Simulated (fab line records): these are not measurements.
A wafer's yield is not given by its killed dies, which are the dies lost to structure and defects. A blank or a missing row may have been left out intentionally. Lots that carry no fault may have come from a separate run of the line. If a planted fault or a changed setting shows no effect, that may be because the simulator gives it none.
A sampling plan put to the test | flow nand harc | each of the 13 faults these records tell of, on one fab line, judged from the records of the lots it struck
What counts as the plan is the set of the line's own looks, namely the steps on the route at which a gauge or an inspection reads a wafer and does not change it. A look can be judged if struck wafers have a number there and the file gives its usual mean and standard deviation on fault-free wafers. Caught: the struck wafers' mean, at a look after the fault's first step, is 4 or more of those standard deviations (sigma) away from the usual mean. On the tool: the test repeated on the tool's own readings taken at the fault's steps. If the struck wafers alone have a blank record, or they carry another recipe, that too counts as caught.

## THE FAULTS, as the simulator had put them in
1. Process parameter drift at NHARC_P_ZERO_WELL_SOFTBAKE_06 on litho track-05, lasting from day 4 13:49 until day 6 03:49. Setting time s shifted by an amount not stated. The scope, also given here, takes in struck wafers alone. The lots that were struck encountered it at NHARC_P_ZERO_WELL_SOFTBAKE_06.
2. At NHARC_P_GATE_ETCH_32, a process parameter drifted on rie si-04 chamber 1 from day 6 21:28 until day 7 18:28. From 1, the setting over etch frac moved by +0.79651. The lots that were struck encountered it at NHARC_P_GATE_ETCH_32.
3. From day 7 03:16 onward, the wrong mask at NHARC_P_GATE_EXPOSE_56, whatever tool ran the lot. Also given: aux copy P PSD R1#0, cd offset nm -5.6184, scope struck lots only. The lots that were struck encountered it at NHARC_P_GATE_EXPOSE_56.
4. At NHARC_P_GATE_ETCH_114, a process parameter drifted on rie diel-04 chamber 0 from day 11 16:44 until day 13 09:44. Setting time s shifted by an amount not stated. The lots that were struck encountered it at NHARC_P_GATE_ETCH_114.
5. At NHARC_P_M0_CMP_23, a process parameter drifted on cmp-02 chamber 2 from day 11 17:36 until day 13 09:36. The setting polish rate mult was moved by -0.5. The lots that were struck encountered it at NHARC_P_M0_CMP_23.
6. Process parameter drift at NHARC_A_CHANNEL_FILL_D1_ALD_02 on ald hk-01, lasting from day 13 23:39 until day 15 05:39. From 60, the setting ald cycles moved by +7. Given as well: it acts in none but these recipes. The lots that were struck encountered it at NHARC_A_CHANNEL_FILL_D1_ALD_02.
7. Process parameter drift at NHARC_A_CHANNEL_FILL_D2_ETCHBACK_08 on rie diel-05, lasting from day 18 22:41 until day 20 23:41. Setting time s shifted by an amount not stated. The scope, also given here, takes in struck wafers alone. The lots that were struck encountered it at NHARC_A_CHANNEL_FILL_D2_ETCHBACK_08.
8. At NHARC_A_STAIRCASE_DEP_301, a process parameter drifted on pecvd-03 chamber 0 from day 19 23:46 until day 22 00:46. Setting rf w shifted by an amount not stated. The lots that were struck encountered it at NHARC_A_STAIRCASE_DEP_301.
9. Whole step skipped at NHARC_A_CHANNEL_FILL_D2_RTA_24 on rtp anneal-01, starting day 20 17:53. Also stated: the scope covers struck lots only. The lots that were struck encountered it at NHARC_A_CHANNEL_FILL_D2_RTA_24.
10. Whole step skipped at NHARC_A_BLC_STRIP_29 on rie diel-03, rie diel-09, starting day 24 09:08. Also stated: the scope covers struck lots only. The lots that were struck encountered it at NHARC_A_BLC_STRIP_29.
11. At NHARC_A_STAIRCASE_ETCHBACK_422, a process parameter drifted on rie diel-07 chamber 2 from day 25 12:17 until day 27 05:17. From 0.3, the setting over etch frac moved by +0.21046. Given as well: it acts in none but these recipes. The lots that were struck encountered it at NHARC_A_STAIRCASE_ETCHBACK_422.
12. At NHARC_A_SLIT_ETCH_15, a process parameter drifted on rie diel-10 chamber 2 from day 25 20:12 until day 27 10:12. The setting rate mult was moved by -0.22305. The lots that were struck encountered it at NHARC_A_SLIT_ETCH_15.
13. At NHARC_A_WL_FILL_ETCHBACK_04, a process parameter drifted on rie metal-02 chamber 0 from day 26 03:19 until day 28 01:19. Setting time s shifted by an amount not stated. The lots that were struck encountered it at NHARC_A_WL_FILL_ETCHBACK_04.

## WHAT THE PLAN SAW
fault | on the tool itself                               | first look that catches it                      | reading, sigma       | median hours from its first step to that look | hours from the fault's start to the first struck lot there | judged looks passed uncaught
1     | heater power total W +18 sigma                   | none of the 2 looks that can be judged after it | -                    | -                                             | -                                                          | 2
2     | under 2 sigma                                    | no look after it can be judged                  | -                    | -                                             | -                                                          | 0
3     | no reading that can be judged                    | not the one look that can be judged after it    | -                    | -                                             | -                                                          | 1
4     | run length s -4.2 sigma                          | no look after it can be judged                  | -                    | -                                             | -                                                          | 0
5     | only faintly: time to endpoint s +2.4 sigma      | NHARC_P_M0_INSPECT_27                           | raw defect count +19 | 0.5                                           | 17                                                         | 0
6     | under 2 sigma                                    | not the one look that can be judged after it    | -                    | -                                             | -                                                          | 1
7     | run length s +99 or beyond sigma                 | not the one look that can be judged after it    | -                    | -                                             | -                                                          | 1
8     | rf fwd power W -99 or beyond sigma               | no look after it can be judged                  | -                    | -                                             | -                                                          | 0
9     | the tool's record is blank for the struck wafers | no look after it can be judged                  | -                    | -                                             | -                                                          | 0
10    | the tool's record is blank for the struck wafers | not the one look that can be judged after it    | -                    | -                                             | -                                                          | 1
11    | under 2 sigma                                    | no look after it can be judged                  | -                    | -                                             | -                                                          | 0
12    | oes product au -10 sigma                         | NHARC_END_SORT_01                               | killed at array +10  | 121.2                                         | 138                                                        | 0
13    | run length s +38 sigma                           | no look after it can be judged                  | -                    | -                                             | -                                                          | 0
A dash: this means the fault isn't caught or the number doesn't appear in these records.

Caught at a look: 2 of 13. Caught on the tool: 8 of 13. By one or the other: 9 of 13.
Faults 1, 4, 7, 8, 9, 10, 13 were caught on the tool alone.
Caught at a look alone: fault 5.
Caught by neither: faults 2, 3, 6, 11.

## THINNER SAMPLING
In the worst case, this is how late the first struck lot would be measured if the look that catches a fault measured only every second or every third lot, by lot number:
fault | struck lots at that look, in order of time | every lot | every second lot | every third lot
5     | L892, L895                                 | 17 h      | 36 h             | may miss all 2
12    | L533, L531                                 | 138 h     | may miss all 2   | may miss all 2
Hours: fault start to first struck lot measured. 4 sigma limit: tested on the pooled struck wafers, so a lone lot may be under it. Other struck lots may not be in these records.

## THE LONGEST TIMED WAY FROM STEP TO LOOK
Fault 12: the median time between NHARC_A_SLIT_ETCH_15 and NHARC_END_SORT_01 is 121.2 hours. No look between them can be judged.
